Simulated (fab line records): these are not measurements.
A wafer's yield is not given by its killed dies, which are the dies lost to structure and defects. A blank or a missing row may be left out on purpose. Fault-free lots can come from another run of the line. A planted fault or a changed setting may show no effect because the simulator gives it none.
Chamber matching -- flow n5Finfet -- N5_GATE_CUT_CMP_23 on cmp-03 has 4 sister chambers
The step polishes, stops on SiO2, t overpolish 23.4 s, target thk 16 nm. 4 wafers are shown with their chamber, then 9 later ones without.

== WAFERS WITH THEIR CHAMBER ==
wafer,chamber,timeToEndpointS (s)
L083.2,2,19.2
L084.1,1,22.4
L086.3,0,18.2
L086.5,3,23.3

== WAFERS WITH NO CHAMBER GIVEN ==
wafer,timeToEndpointS (s)
L087.2,24.4
L087.3,18.9
L087.5,23.2
L091.1,17.3
L091.2,20.1
L091.4,22.9
L095.2,24.8
L095.3,21.1
L095.6,28.2

== WHICH CHAMBER EACH ONE RAN IN ==
wafer,from the rows above,in truth
L087.2,can't be placed: 3 or 1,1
L087.3,can't be placed: 2 or 0 or 1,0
L087.5,can't be placed: 3 or 1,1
L091.1,can't be placed: 0 or 2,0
L091.2,can't be placed: 2 or 0 or 1 or 3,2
L091.4,can't be placed: 3 or 1 or 2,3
L095.2,can't be placed: 3 or 1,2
L095.3,can't be placed: 1 or 2 or 3 or 0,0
L095.6,can't be placed: 3 or 1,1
Correct placement for 0 of the 9. Unplaceable from these rows: 9, with the true chamber sitting among the candidates in 8. Placed wrongly: 0.
How it was worked out, from the rows above alone: a wafer's distance from a chamber is the root of the sum, over the readings, of the square of ((its reading less the chamber's mean) divided by the reading's scatter). The wafer belongs to the nearest chamber; if the next one is less than 2 further off, it can't be placed. Each chamber's mean is taken over the wafers shown for it. The scatter: with one shown wafer a chamber, the root of the mean of the squares of how far each hidden wafer lies from its nearest shown one.
